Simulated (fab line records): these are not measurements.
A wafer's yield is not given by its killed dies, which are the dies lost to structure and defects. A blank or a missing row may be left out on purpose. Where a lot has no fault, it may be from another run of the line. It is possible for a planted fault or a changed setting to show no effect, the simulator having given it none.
Chamber matching / flow nand-harc / NHARC_P_M0_CMP_23 on cmp-01 has 4 sister chambers
The step polishes, t overpolish 20 s, target thk 117.54 nm. 4 wafers are shown with their chamber, then 11 later ones without.

## WAFERS WITH THEIR CHAMBER
wafer=L081.6; chamber=1; motor-current-A (A)=9.8
wafer=L085.3; chamber=2; motor-current-A (A)=11.0
wafer=L085.4; chamber=3; motor-current-A (A)=10.5
wafer=L086.2; chamber=0; motor-current-A (A)=9.4

## WAFERS WHOSE CHAMBER IS MISSING
wafer=L086.3; motor-current-A (A)=11.2
wafer=L086.5; motor-current-A (A)=11.2
wafer=L089.2; motor-current-A (A)=11.2
wafer=L089.5; motor-current-A (A)=10.5
wafer=L089.6; motor-current-A (A)=10.1
wafer=L092.2; motor-current-A (A)=10.5
wafer=L092.3; motor-current-A (A)=10.3
wafer=L092.4; motor-current-A (A)=9.6
wafer=L094.2; motor-current-A (A)=10.0
wafer=L094.3; motor-current-A (A)=9.6
wafer=L094.6; motor-current-A (A)=9.7

## EACH ONE'S CHAMBER
wafer=L086.3; from the rows above=2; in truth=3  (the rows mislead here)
wafer=L086.5; from the rows above=2; in truth=2
wafer=L089.2; from the rows above=2; in truth=2
wafer=L089.5; from the rows above=3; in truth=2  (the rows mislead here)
wafer=L089.6; from the rows above=can't be placed: 1 or 3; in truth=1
wafer=L092.2; from the rows above=3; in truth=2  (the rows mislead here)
wafer=L092.3; from the rows above=can't be placed: 3 or 1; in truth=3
wafer=L092.4; from the rows above=can't be placed: 0 or 1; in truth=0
wafer=L094.2; from the rows above=can't be placed: 1 or 3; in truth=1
wafer=L094.3; from the rows above=can't be placed: 0 or 1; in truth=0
wafer=L094.6; from the rows above=can't be placed: 1 or 0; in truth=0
Correct placement for 2 of the 11. These rows do not allow placing 6 (true chamber among the candidates in 6). 3 placed wrongly.
How it was worked out, from the rows above alone: a wafer's distance from a chamber is the root of the sum, over the readings, of the square of ((its reading less the chamber's mean) divided by the reading's scatter). If the next closest chamber is less than 2 further off than the closest, the wafer can't be placed; otherwise it belongs to the closest. A chamber's mean is the mean of its shown wafers. The scatter: with one shown wafer a chamber, the root of the mean of the squares of how far each hidden wafer lies from its nearest shown one.
